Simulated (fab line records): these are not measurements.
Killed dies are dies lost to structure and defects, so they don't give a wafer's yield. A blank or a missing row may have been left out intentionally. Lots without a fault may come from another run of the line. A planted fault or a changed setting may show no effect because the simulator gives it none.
A lot that was struck, set against a sound lot | flow n5 finfet | 15 steps out of a route of 1938
Sound: the wafers L880.2, L880.3, L880.5. Struck: wafer L892.1 (L892.2, L892.4, from the same lot, were not struck and are left out); the cause is given at the end.
At each step with rows: each side's tool, then ch and its chambers, then its first start. Under that, the readings that differ: sound wafers | struck wafers | difference of the means | sigmas: that difference in standard deviations of wafers without a fault.
alike: a reading whose means differ by less than 2 such deviations, as well as words and numbers matching on both sides. not compared: withheld readings; readings where some wafer has no value; bounds like >300 that might hide an equal value; numbers whose values overlap and for which the record gives no deviation.
Wherever a step has rows on one side only, a row that says differs or no value, or a row with sigmas, the two part there. Numbers that have no deviation but don't overlap get no sigmas and don't part them. Lack of a reading on every wafer of one side parts them only where that side has two or more wafers.

first, 8 steps without rows for these wafers: N5_BEOL_M9_COAT_64 (time 60 s, resist thk 12 nm); N5_BEOL_M9_COAT_75 (time 60 s, resist thk 5 nm); N5_BEOL_M9_COAT_22 (resist thk 30 nm); N5_BEOL_M9_EBR_24; N5_BEOL_M9_SOFTBAKE_23 (time 60 s); N5_BEOL_M9_EXPOSE_25 (exposes mask V8); N5_BEOL_M9_PEB_26 (peb time 60 s); N5_BEOL_M9_DEVELOP_27 (develop time 30 s).
N5_BEOL_M9_CD_MEAS_28: target cd 70 nm.
  sound on cd sem-03 ch 0, day 10 11:53; struck on cd sem-03 ch 0, day 14 04:19
  reading    | sound             | struck | difference | sigmas
  cd nm (nm) | 69.63 69.59 69.94 | 70.35  | +0.63      | +2
N5_BEOL_M9_OVL_MEAS_29:
  sound on overlay-01 ch 0, day 10 11:55; struck on overlay-02 ch 0, day 14 04:22
  reading     | sound          | struck | difference | sigmas
  V8_OVL (nm) | -1.3 -1.7 -1.7 | 0.3    | +1.9       | +3
N5_BEOL_M9_INSPECT_30: inspects for defects (brightfield).
  sound on defect inspect-01 at day 10 11:58; struck on defect inspect-02 at day 14 04:25
  alike: raw defect count
N5_BEOL_M9_DESCUM_33: chemistry O2, time 7 s.
  sound on rie diel-06 ch 0,2, day 10 12:01; struck on rie diel-03 ch 1, day 14 04:29
  reading            | sound             | struck | difference | sigmas
  rf fwd power W (W) | 49.08 49.39 48.96 | 49.76  | +0.62      | +3
  alike: drypump motor current A, oes product au, rf vpp V, showerhead plenum p Torr, throttle valve pct
  not compared: rf hours counter h
N5_BEOL_M9_ETCH_76: etches underlayer in N2/H2, target depth 6.5 nm, time 5.2 s.
  sound on rie diel-06 ch 0,2, day 10 12:02; struck on rie diel-03 ch 1, day 14 04:31
  reading               | sound          | struck | difference | sigmas
  etch rf on time s (s) | 5.06 5.30 5.04 | 3.13   | -2.00      | -18
  oes product au (a.u.) | 0.62 0.72 0.63 | 1.07   | +0.41      | +6
  alike: drypump motor current A, rf fwd power W, rf vpp V, showerhead plenum p Torr, throttle valve pct
  not compared: rf hours counter h
N5_BEOL_M9_ETCH_65: etches SiARC in CF4, target depth 15.6 nm, time 26 s.
  sound on rie diel-06 ch 0,2, day 10 12:04; struck on rie diel-03 ch 1, day 14 04:32
  reading            | sound             | struck | difference | sigmas
  rf fwd power W (W) | 530.6 533.0 531.6 | 537.9  | +6.2       | +3
  alike: drypump motor current A, etch rf on time s, oes product au, rf vpp V, showerhead plenum p Torr, throttle valve pct
  not compared: rf hours counter h
-- record jumps: 2 days separate the struck wafers' starts on either side; left off in module BEOL_M9, taken up again in module PASSIVATION, whose first shown step is the route's number 1936 --
N5_PASSIVATION_PROBE_49:
  sound on prober-01 at day 13 06:09; struck on prober-02 at day 16 08:36
  alike: defect limited yield, killed_at_M0_to_M3, killed_at_M4_up, killed at contacts, killed at front end, killed at other, killed dies, killed open, killed short, sort_bin_5_function, sort_bin_6_memory, sort n pass, sort yield pct

WHERE THEY PART
First at N5_BEOL_M9_CD_MEAS_28; last, within this record, at N5_BEOL_M9_ETCH_65. Later steps at which nothing parts them and some readings are alike: N5_PASSIVATION_PROBE_49.

WHY: the cause the simulator had injected
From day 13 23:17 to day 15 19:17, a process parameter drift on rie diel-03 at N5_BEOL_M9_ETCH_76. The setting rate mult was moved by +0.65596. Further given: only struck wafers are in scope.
